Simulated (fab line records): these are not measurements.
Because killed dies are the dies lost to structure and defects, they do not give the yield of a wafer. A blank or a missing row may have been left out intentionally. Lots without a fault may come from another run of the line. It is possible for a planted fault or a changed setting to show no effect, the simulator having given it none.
fab line records	flow nand-harc
record lots=7	wafers=21	last-day=23
route steps=1159 shown A_STAIRCASE@695 END@1159
lots with no fault: from the same line, run without faults
start-h: hours from the record's opening day to when the first of the lot's shown wafers began	wait-h: hours since the lot's step before	" unchanged from the row above	L1.1+2: several wafers, shown together as one row	- either no value or no given start	* or withheld: withheld	< > ~ a bound
route shown NAME@n: names a module that has steps shown in the file, with the first one's number in the route	usual: average and standard deviation across the fault-free wafers	same: alike in all rows	chamber/n: place in a boat	sites: the reading at each site	_std_site: how widely they spread, as a standard deviation	_edge_site: mean of outer sites minus mean of inner sites	radius-mm: how far each site lies from the wafer's centre	mask NAME#n: copy n	behind: the last tool/chamber to shape the wafer	hold: the reason the lot was held/the length of the hold in hours/how it ended	device: the transistor (n, p or np) that didn't switch	end of line: at the end of the route, the tests of the same wafers	a step with no rows: only its recipe	killed: count of dies lost to structure and defects at first sort (not the wafer's yield)	map: a wafer's dies, marking killed ones x, the rest . and places with no die _
set.NAME: setting as actually run; set.NAME@STEP: the setting as run at that earlier step	model.NAME: the simulator's own value behind a step, which no gauge read
lots seen at some steps along the route; tables by step, rows by wafer
services: when a tool's chamber went out of use (start-h, in hours from the record's first day, below 0 if earlier), for how many hours, and the reason
## steps
# step NHARC_A_STAIRCASE_PRECLEAN_318
# recipe time-s=*	temp-c=50	bath-age-min=0	chemistry=SC1
# step NHARC_A_STAIRCASE_SRD_329
# step NHARC_A_STAIRCASE_ALD_415
# recipe target-thk-a=300	pulse-time-s=6	ald-cycles=300	temp-c=300	material=SiO2
# step NHARC_A_STAIRCASE_ETCHBACK_416
# recipe target-depth-a=360	time-s=7.2	c4f8-flow-sccm=withheld	o2-flow-sccm=8	ar-flow-sccm=withheld	rf-w=600	bias-w=800	chemistry=C4F8/O2/Ar
# usual oes-product-au=0.94/0.032	rf-vpp-V=722/4.8
lot.wafer	tool	chamber	start-h	wait-h	oes-product-au	rf-hours-counter-h	rf-vpp-V
L824.1	rie-diel-02	3	-	-	0.92	44	729
L824.2	"	0	"	"	0.92	40	722
L824.6	"	0	"	"	0.92	-	720
L828.1	rie-diel-02	3	-	-	0.92	53	727
L828.3	"	2	"	"	0.92	51	716
L828.6	"	3	"	"	0.92	-	727
L829.4	rie-diel-11	2	-	-	0.93	27	719
L829.1	"	1	"	"	0.92	44	726
L829.6	"	2	"	"	0.93	-	718
L832.1	rie-diel-11	1	-	-	0.92	51	726
L832.5	"	2	"	"	0.92	-	718
L832.6	"	3	"	"	0.94	-	720
L835.4	rie-diel-02	2	-	-	1.00	4	732
L835.1	"	3	"	"	0.99	4	727
L835.5	"	2	"	"	1.01	-	733
L837.4	rie-diel-02	1	-	-	0.93	6	722
L837.3	"	0	"	"	0.91	5	722
L837.6	"	2	"	"	0.92	-	734
L840.4	rie-diel-02	1	-	-	0.93	12	721
L840.1	"	2	"	"	0.92	14	732
L840.5	"	2	"	"	0.93	-	732
# step NHARC_A_STAIRCASE_STRIP_476
# recipe time-s=20	o2-flow-sccm=500	ar-flow-sccm=0	bias-w=0	chemistry=O2
# step NHARC_A_STAIRCASE_DEP_417
# recipe target-thk-a=600	step-coverage-pct=20	temp-c=400	target-thk-nm=60	flow-sccm=200	rf-w=450	material=Si3N4
# step NHARC_A_STAIRCASE_WET_418
# recipe temp-c=160	target-depth-a=200	chemistry=H3PO4
# step NHARC_A_STAIRCASE_PRECLEAN_419
# recipe time-s=*	temp-c=50	bath-age-min=0	chemistry=SC1
# step NHARC_A_STAIRCASE_SRD_421
# step NHARC_A_STAIRCASE_ALD_420
# recipe target-thk-a=200	pulse-time-s=6	ald-cycles=200	temp-c=300	material=SiO2
# step NHARC_A_STAIRCASE_CVD_552
# recipe target-thk-a=400	temp-c=700	pressure-mtorr=300	material=SiNx
# step NHARC_A_STAIRCASE_DEP_151
# recipe target-thk-a=38000	temp-c=400	target-thk-nm=3800	teos-flow-sccm=200	rf-w=500	material=SiO2
# usual heater-power-w=603/76
lot.wafer	tool	chamber	start-h	wait-h	heater-power-w	since-wet-clean-h
L824.1	pecvd-03	1	288.61	0.4	607	165
L824.2	"	2	"	"	677	165
L824.6	"	2	"	"	540	-
L828.1	pecvd-02	0	316.28	0.4	775	150
L828.3	"	1	"	"	671	150
L828.6	"	0	"	"	656	-
L829.1	pecvd-04	0	323.04	0.6	718	115
L829.4	"	2	"	"	636	-
L829.6	"	0	"	"	581	-
L832.1	pecvd-02	0	331.59	1.0	775	166
L832.6	"	0	"	"	634	-
L832.5	"	1	"	"	553	-
L835.1	pecvd-02	0	360.62	0.4	746	14
L835.5	"	0	"	"	617	-
L835.4	"	2	"	"	457	-
L837.3	pecvd-02	0	368.65	0.7	731	22
L837.4	"	1	"	"	591	-
L837.6	"	2	"	"	456	-
L840.1	pecvd-02	1	385.16	0.6	619	38
L840.5	"	0	"	"	591	-
L840.4	"	2	"	"	463	-
# step NHARC_A_STAIRCASE_ANNEAL_320
# recipe temp-c=750	time-s=1800
# step NHARC_A_STAIRCASE_DEP_322
# recipe target-thk-a=38000	temp-c=400	target-thk-nm=3800	teos-flow-sccm=200	rf-w=500	material=SiO2
# usual heater-power-w=611/80
lot.wafer	tool	chamber	start-h	wait-h	heater-power-w	since-wet-clean-h
L824.1	pecvd-02	1	296.44	0.6	632	131
L824.2	"	0	"	"	783	131
L824.6	"	1	"	"	548	-
L828.1	pecvd-03	2	323.66	0.1	672	19
L828.3	"	1	"	"	615	19
L828.6	"	0	"	"	606	-
L829.1	pecvd-03	2	329.88	0.1	570	25
L829.6	"	0	"	"	614	-
L829.4	"	1	"	"	530	-
L832.1	pecvd-04	1	340.59	0.7	634	132
L832.6	"	0	"	"	585	-
L832.5	"	2	"	"	648	-
L835.1	pecvd-04	2	367.67	0.1	760	159
L835.5	"	2	"	"	634	-
L835.4	"	0	"	"	588	-
L837.3	pecvd-02	0	377.59	0.1	726	31
L837.4	"	0	"	"	582	-
L837.6	"	1	"	"	617	-
L840.1	pecvd-04	1	392.85	0.1	587	3
L840.5	"	1	"	"	532	-
L840.4	"	2	"	"	622	-
# step NHARC_A_STAIRCASE_ANNEAL_323
# recipe temp-c=750	time-s=1800
# step NHARC_A_STAIRCASE_DEP_325
# recipe target-thk-a=38000	temp-c=400	target-thk-nm=3800	teos-flow-sccm=200	rf-w=500	material=SiO2
# step NHARC_A_STAIRCASE_ANNEAL_326
# recipe temp-c=750	time-s=1800
# step NHARC_A_STAIRCASE_DEHYDRATE_433
# recipe temp-c=150	time-s=120
# step NHARC_A_STAIRCASE_HMDS_434
# recipe time-s=30
# step NHARC_A_STAIRCASE_COAT_435
# recipe spin-rpm=1200
# step NHARC_A_STAIRCASE_SOFTBAKE_436
# recipe temp-c=135	time-s=170
# step NHARC_A_STAIRCASE_EBR_437
# step NHARC_A_STAIRCASE_EXPOSE_438
# recipe na=0.5	dose-mj=28.97	mask-id=STAIR_REV
# step NHARC_A_STAIRCASE_PEB_439
# recipe peb-temp-c=115	peb-time-s=130
# step NHARC_A_STAIRCASE_DEVELOP_440
# recipe time-s=140
# step NHARC_A_STAIRCASE_HARDBAKE_442
# recipe temp-c=120	time-s=140
# step NHARC_A_STAIRCASE_DESCUM_443
# recipe time-s=3	o2-flow-sccm=200	ar-flow-sccm=0	bias-power-w=0	chemistry=O2
# step NHARC_A_STAIRCASE_ETCH_444
# recipe target-depth-a=1.02e+05	time-s=3400	c4f8-flow-sccm=20	o2-flow-sccm=10	ar-flow-sccm=withheld	rf-w=600	bias-w=1000	chemistry=C4F8/O2
# step NHARC_A_STAIRCASE_STRIP_446
# recipe power-w=1500	temp-c=250	chemistry=O2
# usual drypump-motor-current-A=5.8/0.44	heater-power-w=327/27
lot.wafer	tool	chamber	start-h	wait-h	drypump-motor-current-A	heater-power-w	rf-hours-counter-h
L824.2	plasma-asher-01	0	318.04	0.0	5.2	293	13
L824.1	"	1	"	"	6.2	354	13
L824.6	"	1	"	"	6.2	360	-
L828.1	plasma-asher-02	0	345.92	0.0	6.1	299	47
L828.3	"	1	"	"	5.6	339	-
L828.6	"	1	"	"	5.6	329	-
L829.1	plasma-asher-01	1	346.20	0.1	6.3	367	20
L829.4	"	1	"	"	6.3	353	-
L829.6	"	0	"	"	5.2	291	-
L832.1	plasma-asher-01	1	359.59	0.3	6.3	361	26
L832.6	"	0	"	"	5.2	307	-
L832.5	"	1	"	"	6.3	364	-
L835.1	plasma-asher-02	0	384.34	0.1	6.1	296	4
L835.4	"	0	"	"	6.1	303	-
L835.5	"	1	"	"	5.6	339	-
L837.4	plasma-asher-01	1	397.32	0.1	6.3	353	-
L837.3	"	0	"	"	5.2	303	-
L837.6	"	1	"	"	6.3	358	-
L840.1	plasma-asher-01	1	413.15	0.0	6.2	350	46
L840.4	"	0	"	"	5.2	294	-
L840.5	"	1	"	"	6.2	365	-
# step NHARC_A_STAIRCASE_STRIP_447
# recipe time-s=900	temp-c=130	chemistry=SPM
# step NHARC_A_STAIRCASE_PRECLEAN_448
# recipe time-s=*	temp-c=50	bath-age-min=0	chemistry=SC1
# step NHARC_A_STAIRCASE_SRD_449
# step NHARC_A_STAIRCASE_CMP_450
# recipe target-thk-nm=200	material=SiO2
# usual motor-current-A=12.3/1.5
lot.wafer	tool	chamber	start-h	wait-h	motor-current-A
L824.2	cmp-04	0	318.85	-	14.6
L824.1	"	1	"	"	12.1
L824.6	"	0	"	"	14.1
L828.1	cmp-02	3	346.73	-	10.5
L828.3	"	0	"	"	10.4
L828.6	"	3	"	"	10.6
L829.1	cmp-03	2	347.01	-	12.8
L829.4	"	0	"	"	11.4
L829.6	"	2	"	"	13.4
L832.1	cmp-04	1	360.44	-	11.9
L832.6	"	0	"	"	13.9
L832.5	"	1	"	"	12.2
L835.4	cmp-04	1	385.13	-	11.7
L835.1	"	3	"	"	14.1
L835.5	"	1	"	"	11.9
L837.4	cmp-03	2	398.03	-	13.4
L837.3	"	0	"	"	11.6
L837.6	"	2	"	"	13.0
L840.4	cmp-03	3	413.95	-	10.3
L840.1	"	0	"	"	13.0
L840.5	"	3	"	"	10.4
# step NHARC_A_STAIRCASE_CMP_152
# usual motor-current-A=12.3/1.5
lot.wafer	tool	chamber	start-h	wait-h	motor-current-A
L824.2	cmp-04	0	318.93	0.1	14.2
L824.1	"	1	"	"	11.9
L824.6	"	0	"	"	14.3
L828.1	cmp-02	3	346.80	0.1	10.5
L828.3	"	0	"	"	10.0
L828.6	"	3	"	"	11.1
L829.1	cmp-03	2	347.08	0.1	12.2
L829.4	"	0	"	"	12.1
L829.6	"	2	"	"	13.5
L832.1	cmp-04	1	360.51	0.1	12.1
L832.6	"	0	"	"	13.6
L832.5	"	1	"	"	11.7
L835.4	cmp-04	1	385.20	0.1	11.7
L835.1	"	3	"	"	14.1
L835.5	"	1	"	"	12.1
L837.4	cmp-03	2	398.10	0.1	12.2
L837.3	"	0	"	"	11.8
L837.6	"	2	"	"	12.6
L840.4	cmp-03	3	414.03	0.1	10.2
L840.1	"	0	"	"	12.2
L840.5	"	3	"	"	10.2
# step NHARC_A_STAIRCASE_SRD_154
# step NHARC_END_SORT_01
# recipe temp-c=25
# usual killed-at-array=27/11	killed-at-other=0.6/1	killed-at-periphery=3.0/2.1	killed-dies=31/12	killed-open=3.2/1.7	killed-short=1.7/1.4
# same gross-dies=677
lot.wafer	tool	chamber	start-h	wait-h	killed-at-array	killed-at-other	killed-at-periphery	killed-dies	killed-open	killed-short
L835.1	prober-01	0	519.22	2.5	105	0	1	106	3	1
L835.4	prober-01	0	521.66	3.4	94	1	6	101	7	1
L835.5	prober-01	0	522.48	3.8	102	0	2	104	2	2
L837.3	prober-02	0	541.65	3.1	96	0	3	99	3	1
L837.4	prober-02	0	542.44	3.4	86	0	4	90	3	3
L837.6	prober-02	0	544.04	4.0	85	0	1	86	2	2
L840.1	prober-02	0	549.28	2.5	74	0	4	78	5	1
L840.4	prober-02	0	551.71	3.4	69	0	7	76	3	0
L840.5	prober-02	0	552.51	3.7	81	0	8	89	1	1
# killed by level:class
L835.1 A_STAIRCASE:unspecified=67 A_SLIT:chamber-film-flake=16 A_CHANNEL_HOLE_D1:chamber-film-flake=12 A_STAIRCASE:chamber-film-flake=3 A_ONON_D1:geometric-particle:open=2 A_CONTACT:chamber-film-flake=2 P_STI:geometric-particle:short=1 A_M0:geometric-particle:open=1
L835.4 A_STAIRCASE:unspecified=52 A_SLIT:chamber-film-flake=17 A_CHANNEL_HOLE_D1:chamber-film-flake=13 A_M0:geometric-particle:open=3 P_GATE:chamber-film-flake=3 A_WL_FILL:chamber-film-flake=3 P_M0:geometric-particle:open=2 A_STAIRCASE:chamber-film-flake=2
L835.5 A_STAIRCASE:unspecified=66 A_SLIT:chamber-film-flake=12 A_CHANNEL_HOLE_D1:chamber-film-flake=9 A_CONTACT:chamber-film-flake=5 A_STAIRCASE:chamber-film-flake=3 P_ZERO_WELL:chamber-film-flake=2 A_ONON_D1:geometric-particle:short=1 A_WL_FILL:geometric-particle:short=1
L837.3 A_STAIRCASE:unspecified=69 A_CHANNEL_HOLE_D1:chamber-film-flake=16 A_CONTACT:chamber-film-flake=6 P_GATE:chamber-film-flake=2 P_M0:geometric-particle:open=1 A_CHANNEL_HOLE_D1:geometric-particle:short=1 A_SGD_CUT:geometric-particle:open=1 A_WL_FILL:geometric-particle:open=1
L837.4 A_STAIRCASE:unspecified=56 A_CHANNEL_HOLE_D1:chamber-film-flake=17 A_CONTACT:chamber-film-flake=5 P_GATE:chamber-film-flake=3 A_STAIRCASE:chamber-film-flake=2 P_CONTACT:geometric-particle:short=1 A_CHANNEL_FILL_D1:geometric-particle:open=1 A_WL_FILL:geometric-particle:short=1
L837.6 A_STAIRCASE:unspecified=53 A_CHANNEL_HOLE_D1:chamber-film-flake=16 A_CONTACT:chamber-film-flake=7 A_STAIRCASE:chamber-film-flake=4 A_CHANNEL_HOLE_D1:geometric-particle:open=1 A_CHANNEL_FILL_D1:geometric-particle:short=1 A_CONTACT:geometric-particle:short=1 A_M0:geometric-particle:open=1
L840.1 A_STAIRCASE:unspecified=54 A_CONTACT:chamber-film-flake=6 A_STAIRCASE:chamber-film-flake=4 A_CHANNEL_HOLE_D1:chamber-film-flake=3 P_STI:chamber-film-flake=2 A_ZERO_WELL:chamber-film-flake=2 P_M0:geometric-particle:open=1 A_SOURCE_PLATE:geometric-particle:open=1
L840.4 A_STAIRCASE:unspecified=56 A_CHANNEL_HOLE_D1:chamber-film-flake=6 A_STAIRCASE:chamber-film-flake=4 P_STI:chamber-film-flake=2 P_GATE:geometric-particle:open=1 P_CONTACT:geometric-particle:open=1 A_M0:geometric-particle:open=1 P_ZERO_WELL:chamber-film-flake=1
L840.5 A_STAIRCASE:unspecified=67 A_CHANNEL_HOLE_D1:chamber-film-flake=6 P_STI:chamber-film-flake=5 A_STAIRCASE:chamber-film-flake=3 A_CONTACT:chamber-film-flake=3 P_M0:geometric-particle:open=1 A_M0:geometric-particle:short=1 P_ZERO_WELL:chamber-film-flake=1
# map L835.1 (x killed, . not)
____________.____________
_________......._________
_______..........._______
______.............______
_____.......x......._____
____.................____
____................x____
___..................x___
___..................x___
__........x......x.....__
__.................xx.x__
_....................x.x_
_....xx....x..........xx_
_....x...............x.x_
_.....x................._
_...xx..x..............._
...xxxx..x...............
...xxxx..................
....x....x...............
.........................
................x..x.....
_......................._
_x..x..x................_
_....xxxx.x............._
_xxxxxxxx..............._
_.xxxxxxxx.............._
__xxxxxxxx.............__
__xxxxxxxx.............__
___xxxxxxx............___
___xxxxxx.x...........___
____xxxxx............____
____xxxx.............____
_____xxxx..........._____
______x.x..........______
_______........x.._______
_________......._________
____________.____________
# map L837.3 (x killed, . not)
____________.____________
_________......._________
_______..........._______
______.............______
_____..............._____
____.................____
____........x........____
___...................___
___...................___
__.................xxx.__
__..................xxx__
_................x...xx._
_.................x..x.._
_..................xxx.x_
_...................xx.._
_......................._
.......x.........x.......
..............x.x........
................xx.......
xx.......................
.........................
_.....x.x..............._
_....xx................._
_...xx.xxx.............._
_.xxxxxxx..............._
_..xxxxxxx.............._
__xxxxxxxxx............__
__xxxxxxxx.............__
___xxxxxxxx...........___
___xxxxxxx............___
____xxxxxx...........____
____xxxxxx...........____
_____.xxxx.........._____
______.x...........______
_______x.........._______
_________......._________
____________.____________
## services
tool	chamber	start-h	hours	kind
cmp-04	-	251.09	0.5	repair
cmp-04	-	254.65	1.3	repair
rie-diel-02	1	259.67	8.8	repair
rie-diel-11	1	260.58	1.5	repair
pecvd-02	-	261.75	1.0	repair
cmp-03	-	264.50	0.4	repair
cmp-03	-	269.63	4.0	pm
cmp-04	-	277.78	2.1	repair
plasma-asher-01	-	277.99	9.0	pm
pecvd-04	-	281.00	1.9	repair
pecvd-04	-	292.02	1.3	repair
pecvd-03	-	292.08	13.0	pm
cmp-03	-	302.40	1.2	repair
cmp-04	-	313.88	4.0	pm
pecvd-04	1	323.95	2.9	repair
cmp-04	-	325.94	0.5	repair
rie-diel-02	-	328.00	9.0	pm
pecvd-04	-	330.57	1.2	repair
pecvd-02	-	334.00	13.0	pm
cmp-04	-	344.88	1.7	repair
cmp-03	-	367.63	4.0	pm
pecvd-04	-	376.73	13.0	pm
plasma-asher-01	-	403.95	3.5	repair
cmp-04	-	411.88	4.0	pm
## key
first-sign step=NHARC_END_SORT_01	reading=killed-at-array	direction=up	sigmas=5.3	usual=27	struck=88
effect step=NHARC_END_SORT_01	reading=killed-dies	direction=up	sigmas=5.1	usual=31	struck=92
more-kills-born-at NHARC_A_STAIRCASE_DEP_151@pecvd-02=540
met-at NHARC_A_STAIRCASE_DEP_151
struck-wafers L835.1,L835.4,L835.5,L837.3,L837.4,L837.6,L840.1,L840.4,L840.5
tester-left-out L835,L837,L840
onset-between 331.59 360.62
also-fits time
fault kind=chamber-particle-source	tool=pecvd-02	chamber=-	onset-h=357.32	steps=NHARC_A_STAIRCASE_DEP_151	rate-per-visit-cm2=0.68946	end-h=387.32
# tester-left-out: of these lots the tester's yield and bins aren't shown, on N5 and GAA mostly nor the transistor test; their killed dies are dies lost to structure and defects alone, not to doping, threshold or leakage, so they don't give the yield
